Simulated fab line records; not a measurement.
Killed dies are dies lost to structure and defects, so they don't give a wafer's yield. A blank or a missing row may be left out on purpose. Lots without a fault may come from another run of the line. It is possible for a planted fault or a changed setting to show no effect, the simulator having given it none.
Matching of chambers / flow n5_finfet / ald_sin-02 running N5_MOL_CONTACT_COAG_ALD_133: 4 sister chambers
The step deposits SiO2, target thk 5 nm, pulse time 1 s, co reactant pulse time 1 s. 4 wafers are shown with their chamber, then 12 later ones without.

== EACH WAFER AND ITS CHAMBER ==
wafer=L090.1; chamber=1; heater_power_w (W)=66
wafer=L092.6; chamber=0; heater_power_w (W)=88
wafer=L093.1; chamber=3; heater_power_w (W)=68
wafer=L093.5; chamber=2; heater_power_w (W)=66

== WAFERS WHOSE CHAMBER IS MISSING ==
wafer=L094.1; heater_power_w (W)=69
wafer=L094.5; heater_power_w (W)=86
wafer=L094.6; heater_power_w (W)=66
wafer=L095.1; heater_power_w (W)=64
wafer=L095.2; heater_power_w (W)=66
wafer=L095.4; heater_power_w (W)=65
wafer=L096.2; heater_power_w (W)=90
wafer=L096.3; heater_power_w (W)=69
wafer=L096.5; heater_power_w (W)=65
wafer=L097.1; heater_power_w (W)=64
wafer=L097.3; heater_power_w (W)=69
wafer=L097.5; heater_power_w (W)=68

== CHAMBER TAKEN BY EACH ==
wafer=L094.1; from the rows above=can't be placed: 3 or 1 or 2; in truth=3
wafer=L094.5; from the rows above=0; in truth=0
wafer=L094.6; from the rows above=can't be placed: 1 or 2 or 3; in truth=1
wafer=L095.1; from the rows above=can't be placed: 1 or 2 or 3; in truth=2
wafer=L095.2; from the rows above=can't be placed: 1 or 2 or 3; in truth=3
wafer=L095.4; from the rows above=can't be placed: 1 or 2 or 3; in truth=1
wafer=L096.2; from the rows above=0; in truth=0
wafer=L096.3; from the rows above=can't be placed: 3 or 1 or 2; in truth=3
wafer=L096.5; from the rows above=can't be placed: 1 or 2 or 3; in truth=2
wafer=L097.1; from the rows above=can't be placed: 1 or 2 or 3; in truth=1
wafer=L097.3; from the rows above=can't be placed: 3 or 1 or 2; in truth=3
wafer=L097.5; from the rows above=can't be placed: 3 or 1 or 2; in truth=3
2 of 12 placed correctly. Unplaceable from these rows: 10, with the true chamber sitting among the candidates in 10. Wrongly placed: 0.
How it was worked out, from the rows above alone: a wafer's distance from a chamber is the root of the sum, over the readings, of the square of ((its reading less the chamber's mean) divided by the reading's scatter). The wafer belongs to the nearest chamber; if the next one is less than 2 further off, it can't be placed. Each chamber's mean is taken over the wafers shown for it. The scatter: with one shown wafer a chamber, the root of the mean of the squares of how far each hidden wafer lies from its nearest shown one.
